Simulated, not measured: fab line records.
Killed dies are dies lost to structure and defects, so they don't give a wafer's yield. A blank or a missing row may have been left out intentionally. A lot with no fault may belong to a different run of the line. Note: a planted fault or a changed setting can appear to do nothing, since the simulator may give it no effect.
Chamber matching :: flow nand_harc :: 3 sister chambers for NHARC_P_M1_DEP_33 on pecvd-04
The step deposits SiCN, target thk 30 nm. 3 wafers are shown with their chamber, then 8 later ones without.

## WAFERS, EACH WITH ITS CHAMBER
wafer: L084.4
chamber: 0
heater_power_w (W): 515

wafer: L084.6
chamber: 2
heater_power_w (W): 574

wafer: L093.1
chamber: 1
heater_power_w (W): 485

## WAFERS WITH NO CHAMBER GIVEN
wafer: L093.2
heater_power_w (W): 502

wafer: L093.5
heater_power_w (W): 550

wafer: L094.1
heater_power_w (W): 537

wafer: L094.2
heater_power_w (W): 606

wafer: L094.3
heater_power_w (W): 520

wafer: L097.2
heater_power_w (W): 569

wafer: L097.4
heater_power_w (W): 568

wafer: L097.6
heater_power_w (W): 523

## WHICH CHAMBER EACH ONE RAN IN
wafer: L093.2
from the rows above: can't be placed: 0 or 1
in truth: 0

wafer: L093.5
from the rows above: can't be placed: 2 or 0
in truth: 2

wafer: L094.1
from the rows above: can't be placed: 0 or 2 or 1
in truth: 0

wafer: L094.2
from the rows above: 2
in truth: 2

wafer: L094.3
from the rows above: can't be placed: 0 or 1
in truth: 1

wafer: L097.2
from the rows above: 2
in truth: 2

wafer: L097.4
from the rows above: 2
in truth: 2

wafer: L097.6
from the rows above: can't be placed: 0 or 1
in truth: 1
3 of 8 placed correctly. Can't be placed from these rows: 5 (the true chamber is among the candidates in 5). Number placed wrongly: 0.
How it was worked out, from the rows above alone: a wafer's distance from a chamber is the root of the sum, over the readings, of the square of ((its reading less the chamber's mean) divided by the reading's scatter). If the next closest chamber is less than 2 further off than the closest, the wafer can't be placed; otherwise it belongs to the closest. The mean given for a chamber averages the wafers shown for that chamber. The scatter: with one shown wafer a chamber, the root of the mean of the squares of how far each hidden wafer lies from its nearest shown one.
